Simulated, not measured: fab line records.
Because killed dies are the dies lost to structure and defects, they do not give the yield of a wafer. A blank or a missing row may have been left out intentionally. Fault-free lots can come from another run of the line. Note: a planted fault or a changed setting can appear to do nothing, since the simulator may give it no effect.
Lot-split experiment ; flow n5_finfet ; 7 lots, 21 wafers read, on a route of 1938 steps

THE SPLIT ITSELF
At N5_FIN_SAQP_ETCH_65 (etches SiO2 in CF4, target depth 4 nm, time 4.4 s), the setting time_s was moved away from the recipe's 4.4 s on 7 of the 21 wafers read, by -22.2% to +22.0%. The other wafers ran this setting at the recipe's value.

Reading taken at the split's own step.

THE READING
etch.depth_nm (the simulator's own value, which no gauge read), in nm, at N5_FIN_SAQP_ETCH_65 (etches SiO2 in CF4, target depth 4 nm, time 4.4 s). The file does not state a usual value for it. Across the 14 wafers here that went through the recipe, the average is 3.981 nm and the standard deviation 0.054 nm.

wafer;tool, chamber at the split;time_s as run, s;against the recipe;etch.depth_nm, nm;against lot-mates on the recipe
L077.1;rie_si-06, 2;4.4;recipe;3.965;-
L077.2;rie_si-06, 1;4.4;recipe;4.003;-
L077.4;rie_si-06, 3;4.106;-6.7%;3.612;-0.372
L082.1;rie_si-06, 3;4.946;+12.4%;4.432;+0.367
L082.4;rie_si-06, 1;4.4;recipe;4.057;-
L082.5;rie_si-06, 1;4.4;recipe;4.073;-
L085.1;rie_si-01, 3;4.976;+13.1%;4.561;+0.597
L085.3;rie_si-01, 1;4.4;recipe;3.964;-
L085.4;rie_si-01, 2;4.976;+13.1%;4.414;+0.450
L086.2;rie_si-03, 1;4.4;recipe;3.932;-
L086.5;rie_si-03, 1;4.4;recipe;3.941;-
L086.6;rie_si-03, 2;4.4;recipe;3.894;-
L089.1;rie_si-03, 0;4.4;recipe;3.953;-
L089.3;rie_si-03, 1;4.4;recipe;4.034;-
L089.4;rie_si-03, 3;4.4;recipe;3.965;-
L092.2;rie_si-06, 0;5.366;+22.0%;4.827;+0.760
L092.4;rie_si-06, 1;4.4;recipe;4.067;-
L092.6;rie_si-06, 0;5.366;+22.0%;4.85;+0.783
L094.3;rie_si-01, 3;3.422;-22.2%;3.115;-0.826
L094.5;rie_si-01, 1;4.4;recipe;3.938;-
L094.6;rie_si-01, 2;4.4;recipe;3.944;-

THE FIT
A straight line over all 21 wafers: etch.depth_nm changes by +0.0393 nm for each +1% of time_s; r = +0.99; the points scatter about the line by 0.058 nm.
The same after taking each lot's own level away (the mean of its wafers on the recipe; 21 wafers): +0.0368 nm for each +1%; r = +0.99; scatter 0.049 nm.
That fit puts the effect of the largest move of time_s on the reading at 0.82 nm.
From 3.9223 to 4.0670 nm: that is the span of the lots' own levels, equal to 2.7 times the standard deviation above.
Hence the lot-to-lot level has little effect on the slope; both slopes agree.
Check: -0.828 nm against its lot-mates is what the line predicts for one of the wafers moved furthest among these (-22.2%) when that wafer is left out of the fit. It came out at -0.826 nm against them.

ADDITIONAL SPLITS CARRIED BY THESE WAFERS
Note: prior to the reading, these wafers also went through further splits. Each is held against what the fit with the lots' levels taken away leaves over:
other split on the same wafers;wafers away from the commonest value;r with etch.depth_nm (lot level and that fit taken away)
N5_ZERO_LAYER_COAT_05 spin_rpm;8;-0.01
N5_ZERO_LAYER_EXPOSE_08 dose_mj;6;-0.26
N5_PMOS_HMC_CHANNEL_EPI_COAT_31 spin_rpm;9;-0.20
N5_PMOS_HMC_CHANNEL_EPI_PEB_07 peb_temp_c;6;+0.07

THE FILE'S OWN FIT
etch.depth_nm changes by +0.0366 nm for each +1% of time_s, r = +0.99.
